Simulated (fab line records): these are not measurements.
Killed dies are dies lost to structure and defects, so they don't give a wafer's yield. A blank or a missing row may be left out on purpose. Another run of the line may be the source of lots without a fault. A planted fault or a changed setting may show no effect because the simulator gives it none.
Problem report, 8D (eight disciplines) form, completed by code	flow n5 finfet	the parts of the form that need people (team, actions taken, sign-off) are left out

== 1. PROBLEM STATEMENT ==
Mean of spin speed rpm at N5_BEOL_M13_COAT_66: 1600.9 rpm across 9 wafers in 3 lots; on wafers with no fault it is 1499.7 rpm (standard deviation 0.87). So: +99 or more standard deviations from the usual mean.
The step: time 60 s, resist thk 110 nm.
First observed at day 11 19:14: wafer L390.1, on litho track-01. Wafers with a number at this step in the record: 15, from 5 lots. The rule behind "out" and "out of limits": a value lying over 4 standard deviations away from the usual mean. Any other wafer with a number is counted as sound.

== 2. WHAT THIS IS AND IS NOT ==
question	is	is not
which readings at this step	spin speed rpm	-
which lots	L390, L392, L393	L388, L408
which wafers of those lots	all that have a number	-
read on which tools	litho track-01	litho track-05
when	from day 11 19:14	up to then (3 sound wafers); but 3 sound wafers of L408 came after

== 3. THE SUSPECTS, EACH WITH WHAT RULES IT OUT ==
Counting: a tool at any process step up to the reading remains a suspect when it ran all the lots that are out and ran no sound lot after the first of those.
- litho track-01 at N5_BEOL_M13_COAT_66 (time 60 s, resist thk 110 nm): kept. All lots that are out passed through it, beginning with L390 at day 11 19:14, and no sound lot followed; its final sound lot before that point was L388 at day 11 03:35. Out on those wafers are its own readings of spin speed rpm.
After counting, what remains is litho track-01 at N5_BEOL_M13_COAT_66.

== 4. THE CAUSE (what the simulator had put in) ==
Drift in process parameters on litho track-01 at N5_BEOL_M13_COAT_66, starting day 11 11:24. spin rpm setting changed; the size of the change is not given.
The count eliminated every tool but this one.

== 5. THE CHAIN OF EFFECTS, in route order ==
Each row: a reading where the mean over the struck wafers with a number is more than 3 standard deviations away from the usual. Only readings whose record carries a usual standard deviation are examined. hours: median over the lots of the time between each lot's start at the first step of this table that gives one and its start at this step. sigmas: the change, counted in usual standard deviations.
hours	step	reading	usual	on struck wafers	change	sigmas
0	N5_BEOL_M13_COAT_66	spin speed rpm	1499.7 rpm	1600.9	+101.2	+99 or more
Process steps it contains:
- N5_BEOL_M13_COAT_66: time 60 s, resist thk 110 nm.

== 6. HOW IT WOULD HAVE BEEN CAUGHT EARLIER ==
In this record no reading fell out of limits until day 11 19:14, 8 hours after the fault had begun at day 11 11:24.
